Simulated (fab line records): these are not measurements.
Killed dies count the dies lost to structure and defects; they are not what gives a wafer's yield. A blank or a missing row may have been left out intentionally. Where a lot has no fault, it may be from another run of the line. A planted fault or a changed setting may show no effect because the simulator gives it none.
fab line records    flow nandHarc
[record] lots = 24  wafers = 72  lastDay = 33
route steps=1302 shown A_CONTACT@1089 A_BLC@1123 A_M0@1161 A_M1@1184
lots that met no fault: taken from a fault-free run of the same line
startH: hours from the record's opening day to when the first of the lot's shown wafers began    waitH: hours from the lot's prior step to this one    " same as the row above    L1.1+2: a row that stands for several wafers    - no value present, or no start provided    * or withheld: withheld    < > ~ a bound
route shown NAME@n: NAME is a module with steps in the file, n the number in the route of the first one    usual: average and standard deviation across the fault-free wafers    same: alike in all rows    chamber/n: place in a boat    sites: readings site by site    _std_site: the standard deviation of these    _edge_site: mean of outer sites minus mean of inner sites    radiusMm: how far each site lies from the wafer's centre    mask NAME#n: copy n    behind: the tool/chamber that last shaped the wafer    hold: the reason the lot was held/the length of the hold in hours/how it ended    device: the transistor (n, p or np) that didn't switch    end of line: tests of these same wafers at the route's end    for a step that has no rows: nothing shown but its recipe    killed: dies lost to structure and defects at the first sort, not the wafer's yield    map: per-die view of a wafer (x killed, . not killed, _ where there is no die)
set.NAME: setting as actually run; set.NAME@STEP: the setting as run at that earlier step    model.NAME: the simulator's own value behind a step, which no gauge read
one table for each step of the route and one row for each wafer, over a sample of lots
services: a tool's chamber out of use, with start hour (startH, from the record's first day; less than 0 if before it), hours out, and reason
[[steps]]
[step NHARC_A_CONTACT_ETCH_137]
[recipe] sourceW = withheld  pressureMtorr = 20  biasV = 1200  timeS = 311  targetDepthA = 19120  arFlowSccm = withheld  c4f8FlowSccm = withheld  o2FlowSccm = withheld  chemistry = C4F8/O2/Ar
[same] timeS = 311
lot.wafer  tool           chamber  startH  waitH  rfHoursCounterH
L075.4     harCapEtch-02  0        510.26  0.2    -
L075.3     "              1        "       "      -
L075.5     "              0        "       "      -
L074.4     harCapEtch-01  0        526.42  0.2    -
L074.3     "              1        "       "      -
L074.6     "              0        "       "      -
L077.1     harCapEtch-02  1        536.86  0.2    96
L077.4     "              0        "       "      -
L077.6     "              0        "       "      -
L078.1     harCapEtch-02  0        543.27  0.2    97
L078.6     "              0        "       "      -
L078.5     "              1        "       "      -
L079.1     harCapEtch-03  0        543.89  0.2    51
L079.2     "              1        "       "      51
L079.6     "              1        "       "      -
L076.1     harCapEtch-02  0        548.24  0.2    98
L076.2     "              1        "       "      98
L076.4     "              1        "       "      -
L080.1     harCapEtch-02  1        565.00  0.2    100
L080.4     "              0        "       "      -
L080.5     "              1        "       "      -
L082.2     harCapEtch-02  1        595.36  0.2    103
L082.1     "              0        "       "      103
L082.4     "              1        "       "      -
L081.2     harCapEtch-01  1        599.21  0.2    15
L081.3     "              1        "       "      -
L081.6     "              0        "       "      -
L083.3     harCapEtch-03  1        608.32  0.2    -
L083.5     "              1        "       "      -
L083.6     "              0        "       "      -
L084.4     harCapEtch-01  1        633.99  0.2    -
L084.6     "              0        "       "      -
L084.5     "              1        "       "      -
L086.3     harCapEtch-02  1        635.32  0.2    -
L086.6     "              0        "       "      -
L086.5     "              1        "       "      -
L085.1     harCapEtch-03  1        639.38  0.2    67
L085.3     "              1        "       "      -
L085.5     "              1        "       "      -
L087.2     harCapEtch-03  1        641.35  0.2    69
L087.1     "              0        "       "      69
L087.5     "              1        "       "      -
L088.3     harCapEtch-01  1        646.78  0.2    -
L088.4     "              0        "       "      -
L088.6     "              0        "       "      -
L089.1     harCapEtch-02  1        648.46  0.2    115
L089.3     "              0        "       "      -
L089.6     "              0        "       "      -
L091.3     harCapEtch-03  0        687.28  0.2    -
L091.6     "              0        "       "      -
L091.5     "              1        "       "      -
L090.3     harCapEtch-02  0        691.38  0.3    -
L090.4     "              1        "       "      -
L090.5     "              1        "       "      -
L092.1     harCapEtch-03  0        693.61  0.2    76
L092.3     "              0        "       "      -
L092.6     "              0        "       "      -
L093.1     harCapEtch-03  1        709.84  0.3    79
L093.2     "              0        "       "      79
L093.6     "              0        "       "      -
L095.2     harCapEtch-02  1        715.61  0.2    126
L095.4     "              1        "       "      -
L095.3     "              0        "       "      -
L094.2     harCapEtch-03  0        717.20  0.2    80
L094.3     "              1        "       "      -
L094.6     "              1        "       "      -
L096.1     harCapEtch-03  1        728.09  0.2    81
L096.2     "              0        "       "      81
L096.3     "              0        "       "      -
L097.1     harCapEtch-02  1        747.14  0.2    130
L097.5     "              1        "       "      -
L097.6     "              0        "       "      -
[step NHARC_A_BLC_ETCH_18]
[recipe] targetDepthA = 9100  c4f8FlowSccm = 20  o2FlowSccm = 10  arFlowSccm = withheld  rfW = 600  biasW = 1500  chemistry = C4F8/O2/Ar
[usual] oesProductAu = 0.947/0.021  rfVppV = 975.6/2.6
lot.wafer  tool        chamber  startH  waitH  oesProductAu  rfHoursCounterH  rfVppV
L075.3     rieDiel-13  0        -       -      0.923         9                974.4
L075.4     "           2        "       "      0.937         10               981.2
L075.5     "           0        "       "      0.930         -                973.6
L074.3     rieDiel-13  1        -       -      0.964         1                973.8
L074.4     "           2        "       "      0.964         0                980.8
L074.6     "           3        "       "      0.966         -                975.7
L077.1     rieDiel-06  3        -       -      0.953         4                974.6
L077.4     "           0        "       "      0.979         4                975.6
L077.6     "           2        "       "      0.954         -                977.1
L078.1     rieDiel-13  1        -       -      0.986         1                972.3
L078.5     "           1        "       "      0.984         -                973.7
L078.6     "           2        "       "      0.982         -                981.7
L079.1     rieDiel-06  2        -       -      0.950         3                977.4
L079.2     "           3        "       "      0.950         5                975.3
L079.6     "           1        "       "      0.940         -                973.5
L076.1     rieDiel-06  2        -       -      0.949         3                976.6
L076.2     "           3        "       "      0.957         5                974.1
L076.4     "           0        "       "      0.980         5                977.2
L080.4     rieDiel-06  1        -       -      0.922         7                975.0
L080.1     "           2        "       "      0.962         4                977.4
L080.5     "           3        "       "      0.913         -                976.2
L082.4     rieDiel-13  0        -       -      0.970         6                974.3
L082.2     "           2        "       "      0.961         5                979.8
L082.1     "           3        "       "      0.954         6                974.0
L081.3     rieDiel-06  2        -       -      0.953         8                978.3
L081.2     "           0        "       "      0.980         10               977.3
L081.6     "           2        "       "      0.955         -                976.3
L083.3     rieDiel-06  3        -       -      0.979         11               975.4
L083.6     "           2        "       "      0.962         -                976.1
L083.5     "           3        "       "      0.975         -                974.5
L084.4     rieDiel-06  2        -       -      0.929         11               976.3
L084.5     "           3        "       "      0.925         -                975.2
L084.6     "           0        "       "      0.924         -                975.9
L086.3     rieDiel-06  1        -       -      0.928         13               974.4
L086.6     "           1        "       "      0.935         -                972.6
L086.5     "           2        "       "      0.928         -                976.1
L085.1     rieDiel-13  3        -       -      0.923         8                975.1
L085.3     "           2        "       "      0.913         7                979.1
L085.5     "           0        "       "      0.928         -                974.1
L087.2     rieDiel-13  1        -       -      0.919         7                971.5
L087.1     "           3        "       "      0.919         8                975.6
L087.5     "           1        "       "      0.921         -                973.2
L088.3     rieDiel-06  1        -       -      0.948         15               973.2
L088.4     "           3        "       "      0.948         15               976.5
L088.6     "           1        "       "      0.943         -                975.4
L089.1     rieDiel-06  3        -       -      0.919         16               975.2
L089.3     "           0        "       "      0.935         15               976.4
L089.6     "           1        "       "      0.931         -                974.6
L091.3     rieDiel-13  1        -       -      0.943         9                973.6
L091.5     "           2        "       "      0.970         -                980.9
L091.6     "           3        "       "      0.981         -                975.2
L090.3     rieDiel-02  2        -       -      0.931         34               977.7
L090.4     "           0        "       "      0.921         37               971.8
L090.5     "           3        "       "      0.928         -                967.3
L092.3     rieDiel-06  0        -       -      0.958         2                976.6
L092.1     "           1        "       "      0.967         2                972.2
L092.6     "           3        "       "      0.958         -                975.1
L093.2     rieDiel-13  2        -       -      0.968         1                981.7
L093.1     "           1        "       "      0.978         1                973.7
L093.6     "           2        "       "      0.975         -                979.8
L095.2     rieDiel-06  2        -       -      0.921         4                977.0
L095.3     "           3        "       "      0.929         4                975.0
L095.4     "           0        "       "      0.921         4                975.9
L094.2     rieDiel-06  2        -       -      0.974         4                977.1
L094.3     "           3        "       "      0.976         4                975.4
L094.6     "           1        "       "      0.966         -                973.4
L096.2     rieDiel-13  1        -       -      0.930         3                972.9
L096.3     "           3        "       "      0.923         2                975.4
L096.1     "           0        "       "      0.927         3                975.8
L097.1     rieDiel-13  3        -       -      0.968         4                973.9
L097.5     "           0        "       "      0.951         -                974.3
L097.6     "           1        "       "      0.938         -                973.3
[step NHARC_A_BLC_CVD_24]
[recipe] targetThkA = 1500  tempC = 300  pressureTorr = 40  wf6FlowSccm = 40  h2FlowSccm = 1600  arFlowSccm = 1560  timeS = 434  material = W
[usual] chamberPressureTorr = 40.00/0.075  heaterPowerW = 478/19  mfcArSccm = 1559/4.6  throttleValvePct = 8.21/0.23
[same] timeS = 434
lot.wafer  tool     chamber  startH  waitH  chamberPressureTorr  heaterPowerW  mfcArSccm  throttleValvePct
L075.4     cvdW-02  0        -       -      40.06                472           1558       8.52
L075.3     "        1        "       "      39.95                511           1563       8.13
L075.5     "        0        "       "      40.03                470           1558       8.31
L074.4     cvdW-01  1        -       -      40.07                501           1558       7.98
L074.3     "        0        "       "      39.82                471           1567       8.23
L074.6     "        0        "       "      39.93                481           1567       8.00
L077.1     cvdW-01  0        -       -      40.10                473           1552       8.09
L077.4     "        0        "       "      40.05                478           1555       8.12
L077.6     "        1        "       "      39.95                502           1559       8.19
L078.1     cvdW-02  1        -       -      40.04                504           1560       8.16
L078.5     "        1        "       "      40.02                495           1558       8.25
L078.6     "        0        "       "      40.13                477           1561       8.67
L079.1     cvdW-02  1        -       -      40.01                502           1555       8.44
L079.2     "        0        "       "      39.97                465           1552       8.37
L079.6     "        0        "       "      39.99                474           1555       8.39
L076.1     cvdW-02  0        -       -      39.95                466           1561       8.38
L076.2     "        1        "       "      40.00                507           1561       8.01
L076.4     "        0        "       "      39.93                471           1564       8.66
L080.1     cvdW-02  0        -       -      40.00                466           1560       8.60
L080.4     "        0        "       "      39.90                451           1560       8.45
L080.5     "        1        "       "      39.99                509           1558       8.20
L082.2     cvdW-01  1        -       -      40.12                487           1565       8.05
L082.1     "        0        "       "      39.97                440           1562       8.03
L082.4     "        1        "       "      40.10                489           1557       7.99
L081.2     cvdW-02  0        -       -      40.05                464           1554       8.83
L081.3     "        1        "       "      40.10                514           1564       8.05
L081.6     "        1        "       "      39.98                494           1568       8.19
L083.3     cvdW-02  1        -       -      39.94                500           1561       8.31
L083.6     "        0        "       "      40.08                471           1560       8.39
L083.5     "        1        "       "      40.02                520           1565       8.33
L084.4     cvdW-01  1        -       -      40.09                482           1561       8.36
L084.6     "        0        "       "      40.15                447           1562       7.81
L084.5     "        1        "       "      40.06                486           1561       7.93
L086.3     cvdW-01  0        -       -      39.97                440           1556       8.07
L086.5     "        0        "       "      40.04                451           1557       8.16
L086.6     "        1        "       "      39.96                497           1552       8.11
L085.1     cvdW-02  1        -       -      40.06                471           1552       8.45
L085.3     "        1        "       "      40.00                465           1555       8.18
L085.5     "        1        "       "      40.04                486           1552       8.24
L087.1     cvdW-02  1        -       -      40.13                475           1567       8.53
L087.2     "        0        "       "      39.87                470           1560       8.38
L087.5     "        0        "       "      39.86                463           1563       8.14
L088.4     cvdW-01  1        -       -      40.01                489           1567       7.80
L088.3     "        0        "       "      39.97                452           1556       7.96
L088.6     "        1        "       "      40.02                492           1563       8.46
L089.1     cvdW-01  0        -       -      39.95                458           1564       8.23
L089.3     "        1        "       "      40.04                500           1554       8.00
L089.6     "        0        "       "      39.90                451           1562       8.05
L091.3     cvdW-02  0        -       -      40.02                464           1557       8.31
L091.6     "        0        "       "      39.94                464           1554       8.49
L091.5     "        1        "       "      39.90                500           1556       8.26
L090.4     cvdW-01  1        -       -      40.03                505           1558       8.26
L090.3     "        0        "       "      40.06                458           1561       8.02
L090.5     "        1        "       "      39.98                499           1562       7.94
L092.1     cvdW-01  0        -       -      40.16                459           1556       8.08
L092.3     "        1        "       "      39.97                500           1557       8.04
L092.6     "        1        "       "      39.94                492           1555       8.09
L093.2     cvdW-01  1        -       -      39.99                499           1565       7.91
L093.1     "        0        "       "      39.98                443           1552       7.98
L093.6     "        0        "       "      40.04                454           1557       8.06
L095.2     cvdW-02  1        -       -      40.00                488           1550       8.49
L095.3     "        1        "       "      40.15                478           1562       8.40
L095.4     "        0        "       "      39.85                471           1556       8.54
L094.2     cvdW-02  0        -       -      40.06                482           1554       8.38
L094.3     "        1        "       "      40.13                485           1566       8.31
L094.6     "        1        "       "      40.05                472           1562       8.42
L096.1     cvdW-02  0        -       -      40.03                467           1555       8.16
L096.2     "        1        "       "      39.95                478           1558       8.59
L096.3     "        0        "       "      40.09                459           1562       8.25
L097.1     cvdW-02  0        -       -      39.95                477           1561       8.30
L097.5     "        1        "       "      39.93                479           1563       8.16
L097.6     "        0        "       "      40.04                471           1565       8.39
[step NHARC_A_M0_ANNEAL_30]
[recipe] tempC = 225  timeS = 90
[usual] annealTempCMax = 225.69/0.21  wafer_temp_C_max = 225.75/0.21
[same] timeS = 90
lot.wafer  tool          chamber  startH  waitH  annealTempCMax  wafer_temp_C_max
L075.3     rtpAnneal-01  0        520.55  -      225.62          225.46
L075.4     "             0        "       "      225.82          225.76
L075.5     "             0        "       "      225.64          225.58
L074.3     rtpAnneal-02  0        536.48  -      225.67          226.54
L074.4     "             0        "       "      225.79          225.83
L074.6     "             0        "       "      225.80          225.78
L077.1     rtpAnneal-02  0        547.02  0.3    225.56          225.94
L077.4     "             0        "       "      225.97          225.81
L077.6     "             0        "       "      225.80          225.95
L078.1     rtpAnneal-01  0        554.00  0.3    225.57          225.85
L078.5     "             0        "       "      225.82          225.66
L078.6     "             0        "       "      225.78          225.96
L079.1     rtpAnneal-02  0        554.08  -      225.58          225.77
L079.2     "             0        "       "      225.45          225.61
L079.6     "             0        "       "      225.84          225.42
L076.1     rtpAnneal-02  0        558.85  0.3    225.65          225.96
L076.2     "             0        "       "      225.52          225.56
L076.4     "             0        "       "      225.81          225.81
L080.1     rtpAnneal-02  0        575.58  -      225.66          225.97
L080.4     "             0        "       "      226.12          225.54
L080.5     "             0        "       "      225.73          225.69
L082.1     rtpAnneal-01  0        605.68  -      225.38          225.74
L082.2     "             0        "       "      225.59          225.77
L082.4     "             0        "       "      225.35          225.77
L081.2     rtpAnneal-02  0        609.47  -      226.00          225.64
L081.3     "             0        "       "      225.86          225.68
L081.6     "             0        "       "      226.11          225.54
L083.3     rtpAnneal-02  0        618.48  0.3    225.68          225.64
L083.5     "             0        "       "      225.76          225.88
L083.6     "             0        "       "      225.79          225.78
L084.4     rtpAnneal-01  0        644.20  -      225.69          225.60
L084.5     "             0        "       "      225.49          225.45
L084.6     "             0        "       "      225.55          225.52
L086.3     rtpAnneal-01  0        646.93  -      225.42          225.74
L086.5     "             0        "       "      225.65          225.78
L086.6     "             0        "       "      225.63          225.47
L085.1     rtpAnneal-01  0        649.67  0.3    225.33          225.78
L085.3     "             0        "       "      225.17          225.50
L085.5     "             0        "       "      225.20          225.53
L087.1     rtpAnneal-02  0        651.57  -      225.38          226.11
L087.2     "             0        "       "      225.55          226.13
L087.5     "             0        "       "      225.90          226.15
L088.3     rtpAnneal-02  0        657.66  -      225.73          225.61
L088.4     "             0        "       "      225.85          225.86
L088.6     "             0        "       "      225.91          225.78
L089.1     rtpAnneal-01  0        658.82  0.3    225.85          226.18
L089.3     "             0        "       "      225.60          225.73
L089.6     "             0        "       "      225.65          225.51
L091.3     rtpAnneal-02  0        697.32  0.3    225.90          225.59
L091.5     "             0        "       "      225.93          225.82
L091.6     "             0        "       "      225.99          226.03
L090.3     rtpAnneal-02  0        701.83  -      225.91          225.59
L090.4     "             0        "       "      225.92          225.86
L090.5     "             0        "       "      225.78          225.59
L092.1     rtpAnneal-02  0        703.81  -      225.77          225.69
L092.3     "             0        "       "      225.72          226.04
L092.6     "             0        "       "      225.74          225.69
L093.1     rtpAnneal-02  0        720.19  0.3    225.88          226.06
L093.2     "             0        "       "      226.05          225.56
L093.6     "             0        "       "      226.08          225.73
L095.2     rtpAnneal-02  0        726.20  -      225.62          225.97
L095.3     "             0        "       "      225.72          225.75
L095.4     "             0        "       "      225.29          225.96
L094.2     rtpAnneal-01  0        727.35  -      225.51          226.01
L094.3     "             0        "       "      225.91          225.73
L094.6     "             0        "       "      225.65          225.88
L096.1     rtpAnneal-01  0        738.58  -      225.71          225.48
L096.2     "             0        "       "      225.54          225.53
L096.3     "             0        "       "      225.61          225.59
L097.1     rtpAnneal-02  0        757.25  -      225.67          226.13
L097.5     "             0        "       "      225.61          225.99
L097.6     "             0        "       "      225.59          225.58
[step NHARC_A_M1_ETCH_15]
[recipe] targetDepthA = 1825  timeS = 91.2  c4f8FlowSccm = withheld  arFlowSccm = 400  rfW = 600  biasW = 300  chemistry = C4F8/Ar
[usual] oesProductAu = 0.956/0.019  rfVppV = 440/3.4
[same] timeS = 91.2
lot.wafer  tool        chamber  startH  waitH  oesProductAu  rfHoursCounterH  rfVppV
L075.3     rieDiel-03  3        -       -      0.963         2.5              443
L075.4     "           1        "       "      0.945         2.3              437
L075.5     "           0        "       "      0.936         -                443
L074.4     rieDiel-08  0        -       -      0.933         8.2              442
L074.3     "           3        "       "      0.929         8.0              437
L074.6     "           0        "       "      0.927         -                443
L077.1     rieDiel-01  3        -       -      0.960         5.1              443
L077.4     "           1        "       "      0.981         4.7              444
L077.6     "           2        "       "      0.971         -                446
L078.1     rieDiel-01  3        -       -      0.972         5.2              444
L078.6     "           3        "       "      0.983         -                443
L078.5     "           0        "       "      0.967         -                441
L079.1     rieDiel-03  2        -       -      0.970         2.9              443
L079.2     "           0        "       "      0.953         3.0              442
L079.6     "           2        "       "      0.961         -                442
L076.1     rieDiel-08  0        -       -      0.969         0.6              444
L076.4     "           1        "       "      0.989         0.5              437
L076.2     "           3        "       "      0.968         0.8              438
L080.4     rieDiel-01  2        -       -      0.954         0.3              443
L080.1     "           1        "       "      0.979         0.3              442
L080.5     "           3        "       "      0.968         -                443
L082.4     rieDiel-03  3        -       -      0.955         7.1              442
L082.2     "           0        "       "      0.951         6.9              441
L082.1     "           2        "       "      0.960         6.8              443
L081.2     rieDiel-08  0        -       -      0.925         2.9              443
L081.3     "           3        "       "      0.920         3.0              436
L081.6     "           1        "       "      0.922         -                436
L083.3     rieDiel-08  3        -       -      0.962         3.4              435
L083.5     "           2        "       "      0.957         -                436
L083.6     "           3        "       "      0.968         -                437
L084.4     rieDiel-08  1        -       -      0.925         4.0              437
L084.5     "           1        "       "      0.931         -                435
L084.6     "           2        "       "      0.920         -                437
L086.3     rieDiel-01  1        -       -      0.971         1.5              444
L086.5     "           1        "       "      0.964         -                443
L086.6     "           2        "       "      0.975         -                445
L085.1     rieDiel-01  0        -       -      0.946         1.7              439
L085.3     "           3        "       "      0.959         1.8              443
L085.5     "           0        "       "      0.953         -                439
L087.2     rieDiel-01  3        -       -      0.973         1.9              442
L087.1     "           0        "       "      0.976         1.8              439
L087.5     "           2        "       "      0.950         -                444
L088.4     rieDiel-08  2        -       -      0.916         5.9              437
L088.3     "           0        "       "      0.920         5.9              442
L088.6     "           1        "       "      0.922         -                437
L089.1     rieDiel-08  1        -       -      0.966         5.9              436
L089.3     "           0        "       "      0.968         6.0              442
L089.6     "           2        "       "      0.965         -                436
L091.3     rieDiel-01  1        -       -      0.972         3.4              443
L091.5     "           1        "       "      0.964         -                442
L091.6     "           2        "       "      0.967         -                446
L090.4     rieDiel-08  0        -       -      0.928         7.7              442
L090.3     "           1        "       "      0.933         7.7              436
L090.5     "           3        "       "      0.921         -                436
L092.1     rieDiel-01  3        -       -      0.954         3.7              443
L092.3     "           1        "       "      0.957         3.7              443
L092.6     "           0        "       "      0.954         -                441
L093.2     rieDiel-01  3        -       -      0.966         4.3              442
L093.1     "           0        "       "      0.954         4.8              440
L093.6     "           3        "       "      0.957         -                443
L095.2     rieDiel-01  2        728.81  0.1    0.955         3.8              445
L095.3     "           2        "       "      0.955         -                445
L095.4     "           0        "       "      0.937         -                440
L094.3     rieDiel-03  1        -       -      0.972         7.2              436
L094.2     "           2        "       "      0.973         5.9              443
L094.6     "           2        "       "      0.979         -                442
L096.1     rieDiel-03  2        -       -      0.959         6.7              443
L096.3     "           0        "       "      0.982         7.8              442
L096.2     "           1        "       "      0.969         8.0              436
L097.1     rieDiel-08  1        -       -      0.975         1.4              437
L097.6     "           1        "       "      0.970         -                436
L097.5     "           2        "       "      0.958         -                437
[step NHARC_A_M1_PVD_20]
[recipe] targetThkA = 50  biasV = 168.6  powerW = 15000  chamberPressurePa = 0.12  timeS = 8.06  substrateTempC = 50  material = TaN
[usual] substrateTempC = 50.00/0.12  throttleValvePct = 30.0/1.2
[same] timeS = 8.06
lot.wafer  tool           chamber  startH  waitH  substrateTempC  throttleValvePct
L075.4     pvdSputter-01  -        -       -      49.96           28.0
L075.3     "              -        "       "      50.04           28.6
L075.5     "              -        "       "      50.03           30.1
L074.4     pvdSputter-02  -        -       -      49.89           31.1
L074.3     "              -        "       "      49.97           31.3
L074.6     "              -        "       "      49.92           31.4
L077.4     pvdSputter-02  -        -       -      49.91           31.6
L077.1     "              -        "       "      50.01           30.8
L077.6     "              -        "       "      50.00           29.3
L078.1     pvdSputter-01  -        -       -      49.95           29.8
L078.6     "              -        "       "      49.99           29.8
L078.5     "              -        "       "      50.00           28.1
L079.2     pvdSputter-02  -        -       -      50.18           30.8
L079.1     "              -        "       "      49.98           31.8
L079.6     "              -        "       "      50.06           29.2
L076.1     pvdSputter-01  -        -       -      49.91           30.1
L076.2     "              -        "       "      49.85           29.7
L076.4     "              -        "       "      49.76           28.1
L080.4     pvdSputter-03  -        -       -      50.03           30.9
L080.1     "              -        "       "      50.04           30.3
L080.5     "              -        "       "      50.02           30.2
L082.1     pvdSputter-01  -        -       -      49.93           29.7
L082.2     "              -        "       "      50.15           27.6
L082.4     "              -        "       "      49.84           30.4
L081.2     pvdSputter-01  -        -       -      50.18           29.9
L081.3     "              -        "       "      49.94           29.5
L081.6     "              -        "       "      50.01           29.9
L083.3     pvdSputter-03  -        -       -      50.00           28.8
L083.5     "              -        "       "      49.88           30.6
L083.6     "              -        "       "      49.88           29.1
L084.4     pvdSputter-01  -        -       -      49.96           30.0
L084.5     "              -        "       "      49.77           30.4
L084.6     "              -        "       "      49.93           29.4
L086.3     pvdSputter-02  -        -       -      49.90           29.5
L086.6     "              -        "       "      49.87           31.5
L086.5     "              -        "       "      49.90           30.8
L085.1     pvdSputter-02  -        -       -      50.06           29.3
L085.3     "              -        "       "      50.10           30.9
L085.5     "              -        "       "      50.06           31.7
L087.2     pvdSputter-03  -        -       -      50.18           30.3
L087.1     "              -        "       "      49.99           29.1
L087.5     "              -        "       "      50.17           30.4
L088.3     pvdSputter-02  -        -       -      49.99           31.0
L088.4     "              -        "       "      49.98           31.8
L088.6     "              -        "       "      50.05           30.5
L089.1     pvdSputter-01  -        -       -      50.10           30.6
L089.3     "              -        "       "      50.10           29.9
L089.6     "              -        "       "      50.02           30.4
L091.3     pvdSputter-01  -        -       -      50.22           29.5
L091.6     "              -        "       "      49.90           29.9
L091.5     "              -        "       "      50.10           27.9
L090.3     pvdSputter-01  -        -       -      50.00           29.4
L090.4     "              -        "       "      50.12           27.9
L090.5     "              -        "       "      49.92           30.3
L092.1     pvdSputter-02  -        -       -      50.13           31.8
L092.3     "              -        "       "      50.07           30.6
L092.6     "              -        "       "      50.10           31.7
L093.1     pvdSputter-03  -        -       -      50.12           31.0
L093.2     "              -        "       "      50.18           29.6
L093.6     "              -        "       "      50.19           31.0
L095.2     pvdSputter-01  -        -       -      49.84           29.8
L095.3     "              -        "       "      50.03           27.5
L095.4     "              -        "       "      50.07           29.5
L094.3     pvdSputter-03  -        -       -      49.94           29.8
L094.2     "              -        "       "      50.02           29.0
L094.6     "              -        "       "      50.15           30.9
L096.3     pvdSputter-03  -        -       -      50.09           29.5
L096.1     "              -        "       "      50.19           28.5
L096.2     "              -        "       "      50.03           30.9
L097.1     pvdSputter-02  -        -       -      50.14           29.3
L097.5     "              -        "       "      49.71           31.8
L097.6     "              -        "       "      50.12           29.3
[[services]]
tool           chamber  startH  hours  kind
rieDiel-13     3        500.81  2.5    repair
rieDiel-13     0        502.74  1.3    repair
rieDiel-01     1        502.91  4.8    repair
rieDiel-01     1        516.74  14.3   repair
rieDiel-13     -        519.00  9.0    pm
rieDiel-01     2        526.54  5.2    repair
cvdW-01        -        547.36  13.0   pm
rieDiel-01     -        557.87  9.0    pm
pvdSputter-01  -        582.00  10.0   pm
rieDiel-13     1        603.92  5.6    repair
pvdSputter-01  -        615.47  4.1    repair
cvdW-02        -        631.16  13.0   pm
rieDiel-06     -        661.59  9.0    pm
pvdSputter-01  -        681.56  3.2    repair
rieDiel-01     2        700.60  8.2    repair
pvdSputter-01  -        706.84  2.3    repair
rieDiel-01     1        726.75  3.6    repair
cvdW-01        -        728.36  13.0   pm
rtpAnneal-02   -        744.00  12.0   pm
cvdW-02        -        748.05  0.4    repair
harCapEtch-02  -        754.00  17.0   pm
cvdW-02        1        754.20  11.6   repair
cvdW-02        -        754.91  0.8    repair
cvdW-02        0        757.45  17.2   repair
[[key]]
fault none
